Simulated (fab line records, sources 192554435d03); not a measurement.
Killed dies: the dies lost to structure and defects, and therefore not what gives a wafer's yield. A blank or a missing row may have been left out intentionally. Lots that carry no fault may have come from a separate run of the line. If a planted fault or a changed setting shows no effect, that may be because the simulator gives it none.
Comparing a struck lot with a sound one + flow n5 finfet + 16 out of 1938 route steps
Sound: these wafers, L502.2, L502.3, L502.6. Struck: wafer L492.4 (left out: L492.1, a lot-mate that was not struck); the cause follows at the end.
Each step with rows lists, per side, the tool, then ch with its chambers, then its first start. Under that, the readings that differ: sound wafers + struck wafers + difference of the means + sigmas: that difference in standard deviations of wafers without a fault.
alike: words and numbers the same on both sides, and readings whose means are apart by under 2 such deviations; not compared: readings that were withheld, readings missing a value for some wafer, numbers with overlapping values and no deviation given by the record, and bounds like >300 which may hide the same value.
Wherever a step has rows on one side only, a row that says differs or no value, or a row with sigmas, the two part there. Non-overlapping numbers with no deviation appear without sigmas and do not part them. A reading that every wafer of one side lacks parts them only if that side has two wafers or more.

first, 8 steps without rows for these wafers: N5_BEOL_M4_COAT_62 (time 60 s, resist thk 12 nm); N5_BEOL_M4_COAT_73 (time 60 s, resist thk 5 nm); N5_BEOL_M4_COAT_05 (resist thk 30 nm); N5_BEOL_M4_EBR_07; N5_BEOL_M4_SOFTBAKE_06 (time 60 s); N5_BEOL_M4_EXPOSE_08 (exposes mask M4); N5_BEOL_M4_PEB_09 (peb time 60 s); N5_BEOL_M4_DEVELOP_10 (develop time 30 s).
N5_BEOL_M4_CD_MEAS_11 targets a cd of 16.79 nm.
  sound on cd sem-03 ch 0, day 12 17:05; struck on cd sem-01 ch 0, day 10 09:34
  alike: cd nm
N5_BEOL_M4_OVL_MEAS_12:
  sound on overlay-01 ch 0, day 12 17:07; struck on overlay-01 ch 0, day 10 09:36
  alike: M4_OVL
N5_BEOL_M4_INSPECT_13: inspects for defects (brightfield).
  sound on defect inspect-01 at day 12 17:10; struck on defect inspect-01 at day 10 09:40
  alike: raw defect count
N5_BEOL_M4_DESCUM_16: chemistry O2, time 7 s.
  sound on rie diel-06 ch 0,2, day 12 17:12; struck on rie diel-06 ch 0, day 10 09:41
| reading                | sound             | struck | difference | sigmas |
|------------------------|-------------------|--------|------------|--------|
| oes product au (a.u.)  | 0.90 0.72 0.72    | 0.94   | +0.16      | +2     |
| throttle valve pct (%) | 20.13 20.77 20.77 | 20.11  | -0.45      | -2     |
  alike: drypump motor current A, rf vpp V, showerhead plenum p Torr
  not compared: rf hours counter h
N5_BEOL_M4_ETCH_74: etches underlayer in N2/H2, target depth 6.5 nm, time 5.2 s.
  sound on rie diel-06 ch 0,2, day 12 17:14; struck on rie diel-06 ch 0, day 10 09:43
| reading               | sound          | struck | difference | sigmas |
|-----------------------|----------------|--------|------------|--------|
| etch rf on time s (s) | 5.08 5.47 5.39 | 2.99   | -2.32      | -15    |
| oes product au (a.u.) | 0.77 0.60 0.60 | 1.11   | +0.45      | +7     |
  alike: drypump motor current A, rf vpp V, showerhead plenum p Torr, throttle valve pct
  not compared: rf hours counter h
N5_BEOL_M4_ETCH_63: etches SiARC in CF4, target depth 15.6 nm, time 26 s.
  sound on rie diel-06 ch 0,2, day 12 17:15; struck on rie diel-06 ch 0, day 10 09:44
| reading                | sound             | struck | difference | sigmas |
|------------------------|-------------------|--------|------------|--------|
| oes product au (a.u.)  | 0.77 0.59 0.60    | 0.80   | +0.15      | +2     |
| throttle valve pct (%) | 15.29 15.92 15.92 | 15.25  | -0.46      | -2     |
  alike: drypump motor current A, etch rf on time s, rf vpp V, showerhead plenum p Torr
  not compared: rf hours counter h
N5_BEOL_M4_RC_MEAS_101:
  sound on prober-01 ch 0, day 13 04:11; struck on prober-01 ch 0, day 10 19:44
| reading        | sound          | struck | difference | sigmas |
|----------------|----------------|--------|------------|--------|
| DIBL_N (mV/V)  | 41.3 40.9 39.7 | 34.9   | -5.7       | -2     |
| IOFF_N (nA/um) | 0.27 0.25 0.23 | 0.16   | -0.09      | -2     |
| IOFF_P (nA/um) | 0.40 0.37 0.33 | 0.22   | -0.15      | -3     |
| SS_P (mV/dec)  | 74.5 74.9 74.3 | 73.0   | -1.6       | -2     |
| VT_P (mV)      | -240 -241 -243 | -251   | -10        | -3     |
  alike: DIBL_P, ION_N, ION_P, SS_N, VT_N
-- the record jumps here: 5 days lie between the struck wafers' starts before and after (it left off in module BEOL_M4 and takes up again in module PASSIVATION, whose first step shown is number 1936 of the route) --
N5_PASSIVATION_PROBE_49:
  the record has rows for the struck wafers here (prober-01, day 15 16:32) and none for the sound ones

== WHERE THEY PART ==
Earliest at N5_BEOL_M4_DESCUM_16; latest, in this record, at N5_PASSIVATION_PROBE_49.

WHY: the cause the simulator had injected
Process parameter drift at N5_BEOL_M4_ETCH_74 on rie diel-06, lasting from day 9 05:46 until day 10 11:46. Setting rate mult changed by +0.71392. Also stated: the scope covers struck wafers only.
